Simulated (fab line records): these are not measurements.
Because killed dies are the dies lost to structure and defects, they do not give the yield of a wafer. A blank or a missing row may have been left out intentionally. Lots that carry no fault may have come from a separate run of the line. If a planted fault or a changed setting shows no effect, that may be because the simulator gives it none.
Matching of chambers + flow n5_finfet + 3 sister chambers for N5_BEOL_M0_DEP_125 on pecvd-04
The step deposits SiCN from 3MS/NH3, target thk 8 nm, time 14 s. 18 wafers are shown with their chamber, then 9 later ones without.

== WAFERS PAIRED WITH THEIR CHAMBERS ==
| wafer  | chamber | showerhead_plenum_p_Torr (Torr) | throttle_valve_pct (%) |
|--------|---------|---------------------------------|------------------------|
| L079.2 | 0       | 3.671                           | 9.0                    |
| L079.3 | 2       | 3.667                           | 9.0                    |
| L079.5 | 1       | 3.651                           | 9.4                    |
| L080.1 | 2       | 3.657                           | 9.3                    |
| L080.5 | 2       | 3.659                           | 9.2                    |
| L080.6 | 1       | 3.649                           | 9.5                    |
| L086.1 | 0       | 3.670                           | 8.8                    |
| L086.3 | 1       | 3.655                           | 9.5                    |
| L086.4 | 1       | 3.647                           | 9.3                    |
| L089.4 | 1       | 3.650                           | 9.0                    |
| L089.5 | 2       | 3.665                           | 9.1                    |
| L089.6 | 0       | 3.667                           | 9.0                    |
| L090.3 | 0       | 3.672                           | 9.1                    |
| L090.5 | 2       | 3.657                           | 9.0                    |
| L090.6 | 0       | 3.669                           | 8.9                    |
| L091.1 | 1       | 3.657                           | 9.3                    |
| L091.4 | 1       | 3.655                           | 9.2                    |
| L091.5 | 0       | 3.664                           | 9.0                    |

SIGNATURES (averages over the wafers above)
| reading                  | chamber 0 | chamber 1 | chamber 2 | scatter within a chamber |
|--------------------------|-----------|-----------|-----------|--------------------------|
| showerhead_plenum_p_Torr | 3.66883   | 3.65200   | 3.66100   | 0.00377                  |
| throttle_valve_pct       | 8.967     | 9.314     | 9.120     | 0.144                    |
Rule: for each reading, subtract the chamber's mean from the wafer's reading, divide by that reading's scatter and square the result; add these up over the readings and take the root, which gives the wafer's distance from the chamber. The wafer belongs to the nearest chamber; if the next one is less than 2 further off, it can't be placed. How the scatter is found: for the shown wafers, subtract from each reading the mean of its chamber, square and add these, divide the total by (wafers less chambers), then take the root.

== WAFERS WITH NO CHAMBER GIVEN ==
| wafer  | showerhead_plenum_p_Torr (Torr) | throttle_valve_pct (%) |
|--------|---------------------------------|------------------------|
| L093.2 | 3.652                           | 9.3                    |
| L093.4 | 3.672                           | 9.1                    |
| L093.6 | 3.650                           | 9.3                    |
| L096.1 | 3.658                           | 9.0                    |
| L096.2 | 3.656                           | 9.3                    |
| L096.6 | 3.663                           | 8.9                    |
| L097.1 | 3.669                           | 8.9                    |
| L097.3 | 3.654                           | 9.3                    |
| L097.5 | 3.657                           | 8.9                    |

== EACH ONE'S CHAMBER ==
| wafer  | from the rows above          | in truth |
|--------|------------------------------|----------|
| L093.2 | 1                            | 1        |
| L093.4 | can't be placed: 0 or 2      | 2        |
| L093.6 | 1                            | 1        |
| L096.1 | can't be placed: 2 or 1 or 0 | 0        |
| L096.2 | can't be placed: 1 or 2      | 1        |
| L096.6 | can't be placed: 0 or 2      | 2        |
| L097.1 | 0                            | 0        |
| L097.3 | can't be placed: 1 or 2      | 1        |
| L097.5 | can't be placed: 2 or 1 or 0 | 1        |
Correct placement for 3 of the 9. These rows do not allow placing 6 (true chamber among the candidates in 6). Number placed wrongly: 0.
